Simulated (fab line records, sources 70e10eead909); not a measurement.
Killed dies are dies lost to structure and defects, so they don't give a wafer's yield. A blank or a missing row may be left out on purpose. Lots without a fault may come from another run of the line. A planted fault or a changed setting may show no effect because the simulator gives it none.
fab line records | flow nand_harc
record lots=14 wafers=42 last_day=33
route steps=1302 shown A_BONDPAD@1215 THIN_TSV@1245
lots that met no fault: from a run of the same line without faults
start_h: hours from the record's first day to the start of the lot's first wafer shown | wait_h: hours since the lot's step before | " the same as in the row above | L1.1+2: a row that stands for several wafers | - no value, or no start given | * or withheld: withheld | < > ~ a bound
route shown NAME@n: a module of which the file shows steps, and the number in the route of the first | usual: mean/standard deviation of fault-free wafers | same: alike in all rows | chamber/n: place in a boat | sites: the reading at each site | _std_site: their standard deviation | _edge_site: outer sites' mean less inner sites' | radius_mm: how far each site lies from the wafer's centre | mask NAME#n: copy n | behind: the tool/chamber that last shaped the wafer | hold: why the lot was held/for how many hours/how that ended | device: the transistor (n, p or np) that didn't switch | end of line: the same wafers' tests at the end of the route | a step without rows: its recipe alone | killed: dies lost to structure and defects at the first sort, not the wafer's yield | map: a wafer's dies, x killed, . not, _ none there
set.NAME: the setting as run; set.NAME@STEP: as run at that earlier step | model.NAME: the simulator's own value behind a step, which no gauge read
steps of the route over a sample of lots; a table a step, a row a wafer
services: from which hour (start_h, from the record's first day; less than 0 if before it) a tool's chamber was out of use, for how many hours, and why
## steps
# step NHARC_A_BONDPAD_CD_MEAS_09
# recipe target_cd_nm=500 landing_energy_ev=500
# usual cd_nm=500.7/2.3
# columns lot.wafer tool chamber start_h wait_h cd_nm
L675.1 cd_sem-03 0 532.10 - 505.3
L675.2 " 0 " " 499.7
L675.4 " 0 " " 499.9
L676.1 cd_sem-03 0 539.70 - 501.8
L676.3 " 0 " " 503.2
L676.4 " 0 " " 502.8
L678.1 cd_sem-03 0 559.27 - 503.9
L678.5 " 0 " " 500.8
L678.6 " 0 " " 499.7
L679.2 cd_sem-03 0 561.80 - 501.0
L679.3 " 0 " " 502.4
L679.4 " 0 " " 500.5
L681.1 cd_sem-03 0 587.81 - 503.4
L681.2 " 0 " " 499.0
L681.5 " 0 " " 502.3
L684.1 cd_sem-03 0 607.27 - 503.8
L684.4 " 0 " " 499.2
L684.5 " 0 " " 499.8
L682.3 cd_sem-03 0 608.47 - 502.0
L682.4 " 0 " " 497.2
L682.5 " 0 " " 499.5
L691.1 cd_sem-02 0 700.27 - 496.7
L691.2 " 0 " " 496.8
L691.3 " 0 " " 496.2
L692.2 cd_sem-01 0 703.74 - 504.1
L692.3 " 0 " " 501.8
L692.6 " 0 " " 503.8
L694.2 cd_sem-02 0 719.28 - 501.4
L694.3 " 0 " " 500.1
L694.5 " 0 " " 500.8
L693.3 cd_sem-03 0 720.36 - 500.7
L693.4 " 0 " " 500.5
L693.5 " 0 " " 503.8
L696.3 cd_sem-02 0 735.60 - 497.1
L696.5 " 0 " " 498.1
L696.6 " 0 " " 498.1
L697.1 cd_sem-01 0 748.74 - 496.1
L697.3 " 0 " " 497.5
L697.5 " 0 " " 499.7
L698.2 cd_sem-03 0 763.02 - 495.5
L698.3 " 0 " " 500.2
L698.4 " 0 " " 495.7
# step NHARC_A_BONDPAD_OVL_MEAS_35
# usual overlay_x_nm=0/4 overlay_y_nm=2/5.2
# columns lot.wafer tool chamber start_h wait_h overlay_x_nm overlay_y_nm
L675.1 overlay-01 - 532.19 - 2 7
L675.2 " - " " 2 8
L675.4 " - " " 1 7
L676.1 overlay-01 - 539.78 - -1 -1
L676.3 " - " " 0 -1
L676.4 " - " " -1 -2
L678.1 overlay-02 - 559.36 - 2 5
L678.5 " - " " 1 5
L678.6 " - " " 2 5
L679.2 overlay-01 - 561.89 - 0 -5
L679.3 " - " " 1 -5
L679.4 " - " " 1 -5
L681.1 overlay-01 - 587.89 - 5 -6
L681.2 " - " " 4 -6
L681.5 " - " " 4 -5
L684.1 overlay-01 - 607.36 - 0 -2
L684.4 " - " " 0 -2
L684.5 " - " " 0 -2
L682.3 overlay-01 - 608.57 - -4 3
L682.4 " - " " -4 3
L682.5 " - " " -4 3
L691.1 overlay-01 - 700.35 - 0 0
L691.2 " - " " 0 0
L691.3 " - " " -1 -1
L692.2 overlay-02 - 703.83 - 10 9
L692.3 " - " " 9 8
L692.6 " - " " 9 8
L694.2 overlay-01 - 719.37 - 2 -2
L694.3 " - " " 2 -2
L694.5 " - " " 2 -2
L693.3 overlay-01 - 720.44 - 2 -2
L693.4 " - " " 1 -2
L693.5 " - " " 2 -2
L696.3 overlay-02 - 735.68 - -2 8
L696.5 " - " " -1 8
L696.6 " - " " -1 7
L697.1 overlay-02 - 748.83 - 1 -3
L697.3 " - " " 0 -3
L697.5 " - " " 1 -3
L698.2 overlay-01 - 763.11 - -11 5
L698.3 " - " " -10 4
L698.4 " - " " -11 4
# step NHARC_A_BONDPAD_PRE_CLEAN_26
# recipe time_s=30 temp_c=280 gas=H2/He
# usual heater_power_w=404/38
# same time_s=30
# columns lot.wafer tool chamber start_h wait_h heater_power_w
L675.4 pvd_sputter-01 - - - 437
L675.2 " - " " 346
L675.1 " - " " 358
L676.4 pvd_sputter-01 - - - 344
L676.3 " - " " 355
L676.1 " - " " 428
L678.1 pvd_sputter-02 - - - 383
L678.6 " - " " 379
L678.5 " - " " 445
L679.3 pvd_sputter-01 - - - 424
L679.4 " - " " 433
L679.2 " - " " 353
L681.1 pvd_sputter-03 - - - 397
L681.2 " - " " 471
L681.5 " - " " 399
L684.4 pvd_sputter-02 - - - 444
L684.1 " - " " 420
L684.5 " - " " 461
L682.4 pvd_sputter-03 - - - 425
L682.3 " - " " 404
L682.5 " - " " 467
L691.2 pvd_sputter-03 - - - 341
L691.3 " - " " 405
L691.1 " - " " 468
L692.2 pvd_sputter-02 - - - 372
L692.3 " - " " 415
L692.6 " - " " 376
L694.3 pvd_sputter-02 - - - 447
L694.2 " - " " 414
L694.5 " - " " 444
L693.4 pvd_sputter-03 - - - 419
L693.3 " - " " 377
L693.5 " - " " 455
L696.3 pvd_sputter-03 - - - 412
L696.6 " - " " 437
L696.5 " - " " 359
L697.3 pvd_sputter-03 - - - 447
L697.1 " - " " 412
L697.5 " - " " 433
L698.4 pvd_sputter-03 - - - 415
L698.3 " - " " 446
L698.2 " - " " 443
# step NHARC_THIN_TSV_CMP_01
# recipe target_thk_um=3
# usual edge_zone_pressure_frac=0.999/0.0049 motor_current_A=12.4/1.1 pad_life_wafers=228/120 slurry_filter_dp_kPa=13.49/0.14
# columns lot.wafer tool chamber start_h wait_h edge_zone_pressure_frac motor_current_A pad_life_wafers slurry_filter_dp_kPa
L675.2 cmp-01 2 544.52 0.9 1.004 11.5 271 13.80
L675.4 " 3 " " 0.990 12.6 272 13.62
L675.1 " 0 " " 0.985 13.2 273 13.57
L676.4 cmp-04 2 553.52 0.4 1.000 13.4 192 13.46
L676.3 " 3 " " 0.995 12.3 193 13.27
L676.1 " 0 " " 1.004 11.8 194 13.64
L679.2 cmp-04 0 572.92 0.8 0.995 11.7 258 13.55
L679.4 " 1 " " 1.004 12.8 259 13.33
L679.3 " 2 " " 0.990 13.2 260 13.42
L678.1 cmp-04 1 574.18 1.1 0.990 12.3 266 13.52
L678.6 " 3 " " 1.002 12.0 - 13.38
L678.5 " 0 " " 0.992 12.0 - 13.54
L681.1 cmp-04 0 599.48 1.0 0.997 12.0 408 13.54
L681.2 " 2 " " 1.004 13.3 410 13.50
L681.5 " 0 " " 1.006 11.6 - 13.45
L684.1 cmp-04 1 623.64 1.1 0.999 12.9 79 13.49
L684.4 " 3 " " 1.001 12.0 81 13.37
L684.5 " 0 " " 0.989 11.7 - 13.46
L682.3 cmp-01 3 624.82 0.6 1.005 11.5 258 13.43
L682.4 " 0 " " 0.989 13.0 259 13.82
L682.5 " 3 " " 1.003 12.4 - 13.22
L691.1 cmp-02 2 716.72 1.0 - - - -
L691.3 " 0 " " - - - -
L691.2 " 1 " " - - - -
L692.2 cmp-01 2 717.92 0.8 - - - -
L692.3 " 0 " " - - - -
L692.6 " 3 " " - - - -
L694.3 cmp-02 1 732.76 0.6 1.002 14.3 6 13.64
L694.2 " 0 " " 1.007 10.4 9 13.54
L694.5 " 1 " " 0.999 14.0 - 13.25
L693.4 cmp-02 3 733.99 0.5 1.002 11.6 13 13.43
L693.3 " 1 " " 1.005 14.0 15 13.46
L693.5 " 3 " " 1.005 10.9 - 13.37
L696.3 cmp-04 1 755.65 0.6 1.005 12.1 234 13.42
L696.5 " 1 " " 1.002 13.1 - 13.43
L696.6 " 2 " " 1.002 13.4 - 13.27
L697.3 cmp-04 1 762.86 0.6 1.004 12.9 271 13.50
L697.1 " 2 " " 1.004 14.2 272 13.51
L697.5 " 1 " " 1.005 12.8 - 13.45
L698.3 cmp-04 1 777.49 0.6 0.993 12.6 330 13.34
L698.4 " 2 " " 0.996 14.7 331 13.30
L698.2 " 0 " " 0.992 11.7 333 13.42
# step NHARC_THIN_TSV_THK_MEAS_02
# recipe thk_meas_gauge=ir
# usual thk_nm=3030/200
# columns lot.wafer tool chamber start_h wait_h thk_nm
L675.1 film_metro-01 - 544.76 0.2 3248
L675.2 " - " " 2954
L675.4 " - " " 2944
L676.1 film_metro-01 - 553.78 0.2 2886
L676.3 " - " " 3286
L676.4 " - " " 3006
L679.2 film_metro-01 - 573.19 - 3031
L679.3 " - " " 2977
L679.4 " - " " 2693
L678.1 film_metro-02 - 574.39 - 3194
L678.5 " - " " 3184
L678.6 " - " " 2994
L681.1 film_metro-01 - 599.74 - 2939
L681.2 " - " " 2765
L681.5 " - " " 2608
L684.1 film_metro-02 - 623.88 - 2856
L684.4 " - " " 2920
L684.5 " - " " 2946
L682.3 film_metro-01 - 625.09 0.2 2911
L682.4 " - " " 2835
L682.5 " - " " 3133
L691.1 film_metro-02 - 716.99 0.2 6027
L691.2 " - " " 5900
L691.3 " - " " 6128
L692.2 film_metro-01 - 718.18 0.2 6086
L692.3 " - " " 6219
L692.6 " - " " 6216
L694.2 film_metro-02 - 733.03 0.2 3039
L694.3 " - " " 2981
L694.5 " - " " 2947
L693.3 film_metro-02 - 734.23 0.2 3008
L693.4 " - " " 2738
L693.5 " - " " 3213
L696.3 film_metro-02 - 755.92 0.2 3212
L696.5 " - " " 2837
L696.6 " - " " 3076
L697.1 film_metro-02 - 763.11 - 3316
L697.3 " - " " 3104
L697.5 " - " " 3072
L698.2 film_metro-02 - 777.75 - 3302
L698.3 " - " " 2963
L698.4 " - " " 3243
## services
# columns tool chamber start_h hours kind
pvd_sputter-03 - 526.00 10.0 pm
cmp-02 - 526.50 4.0 pm
cmp-04 - 549.56 1.7 repair
cmp-02 - 550.25 0.6 repair
pvd_sputter-03 - 560.40 6.0 repair
cmp-04 - 562.40 0.7 repair
cmp-01 - 577.72 4.0 pm
cmp-02 - 578.27 49.2 repair
pvd_sputter-01 - 582.00 10.0 pm
cmp-04 - 601.07 4.0 pm
cmp-04 - 606.51 3.2 repair
cmp-01 - 637.66 2.3 repair
pvd_sputter-02 - 638.06 10.0 pm
cmp-01 - 675.72 4.0 pm
pvd_sputter-03 - 680.21 1.1 repair
pvd_sputter-03 - 683.92 2.5 repair
cmp-02 - 688.80 0.6 repair
cmp-04 - 695.81 3.9 repair
pvd_sputter-03 - 704.00 10.0 pm
pvd_sputter-03 - 714.58 3.9 repair
cmp-02 - 725.44 4.0 pm
pvd_sputter-01 - 729.68 1.0 repair
cmp-02 - 741.83 0.3 repair
pvd_sputter-02 - 745.95 4.1 repair
## key
first_sign step=NHARC_THIN_TSV_CMP_01 reading=tool_record direction=missing
effect step=NHARC_THIN_TSV_THK_MEAS_02 reading=thk_nm direction=up sigmas=15 usual=3030 struck=6096
met_at NHARC_THIN_TSV_CMP_01
struck_lots L691,L692
later_rows_left_out L691.1,L691.2,L691.3,L692.2,L692.3,L692.6
sort_left_out L691.1,L691.2,L691.3,L692.2,L692.3,L692.6
not_acting_at NHARC_A_BONDPAD_CD_MEAS_09,NHARC_A_BONDPAD_OVL_MEAS_35,NHARC_A_BONDPAD_PRE_CLEAN_26
onset_between 624.82 716.72
fault kind=skipped_step_whole tool=cmp-01,cmp-02 chamber=- onset_h=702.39 steps=NHARC_THIN_TSV_CMP_01 scope=struck_lots_only
# sort_left_out: the simulated sort isn't trusted on such a fault, so these wafers' sort isn't shown, and their yield isn't known
# later_rows_left_out: the simulator's readings of these wafers behind a module that went badly wrong aren't trusted and aren't shown, but for the sort
